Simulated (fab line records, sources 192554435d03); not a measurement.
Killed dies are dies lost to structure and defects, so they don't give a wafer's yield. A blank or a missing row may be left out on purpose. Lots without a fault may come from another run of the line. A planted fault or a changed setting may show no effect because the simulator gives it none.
Problem report in the 8D (eight disciplines) form, filled by code | flow n5_finfet | the parts of the form that need people (team, actions taken, sign-off) are left out

1. THE PROBLEM
exposure_dose_mJ_cm2 at N5_WELL_APT_EXPOSE_22 reads a mean of 23.590 on 6 wafers of 2 lots; wafers without a fault read 23.174 with a standard deviation of 0.022. That is +19 standard deviations from the usual mean.
The step: exposes mask PWELL, defocus 0 nm, target cd 200 nm.
First seen on wafer L350.1, day 4 14:46, on krf_scanner-02. The record holds 27 wafers of 9 lots with a number at this step. Rule for "out", or "out of limits": more than 4 standard deviations from the usual mean. The other wafers with a number count as sound.

2. WHAT IT IS AND WHAT IT IS NOT
question                    | is                     | is not
which readings at this step | exposure_dose_mJ_cm2   | -
which lots                  | L350, L352             | L339, L343, L348, L353, L356, L359, L361
which wafers of those lots  | all that have a number | -
read on which tools         | krf_scanner-02         | krf_scanner-01
when                        | from day 4 14:46       | up to then (9 sound wafers); but 12 sound wafers of L353, L356, L359, L361 came after

3. SUSPECTS, AND WHAT RULES EACH OUT
Counting: a tool at a process step up to the reading stays a suspect if it ran every lot that is out and no sound lot after the first of them.
- krf_scanner-02 at N5_WELL_APT_EXPOSE_22 (exposes mask PWELL, defocus 0 nm, target cd 200 nm): kept. It ran every lot that is out, first L350 (day 4 14:46), and no sound lot after that; its last sound lot up to then is L348 (day 4 02:59). Its own readings are out on those wafers: exposure_dose_mJ_cm2.
Left after counting: krf_scanner-02 at N5_WELL_APT_EXPOSE_22.

4. THE CAUSE (what the simulator had put in)
Process parameter drift: krf_scanner-02, from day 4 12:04 on, at N5_WELL_APT_EXPOSE_22. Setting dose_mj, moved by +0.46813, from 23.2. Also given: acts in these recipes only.
Counting left only this tool.

5. THE CHAIN OF EFFECTS, in route order
Each row: a reading whose mean over the struck wafers that have a number lies more than 3 standard deviations from the usual. Only readings for which the record gives a usual standard deviation are gone through. hours: the time from each lot's start at the first step in this table that gives one to its start at this step, as a median over the lots. sigmas: the change in usual standard deviations.
hours | step                  | reading              | usual  | on struck wafers | change | sigmas
0     | N5_WELL_APT_EXPOSE_22 | exposure_dose_mJ_cm2 | 23.174 | 23.590           | +0.416 | +19
The process steps in it:
- N5_WELL_APT_EXPOSE_22: exposes mask PWELL, defocus 0 nm, target cd 200 nm.
Later measuring or inspecting steps at which every struck wafer that the step has a row for has a number for every such reading, and none has moved that far: N5_BEOL_M4_RC_MEAS_101.

6. WHAT WOULD HAVE CAUGHT IT SOONER
In this record the first reading out of limits was taken at day 4 14:46, 3 hours after the fault began at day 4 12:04.
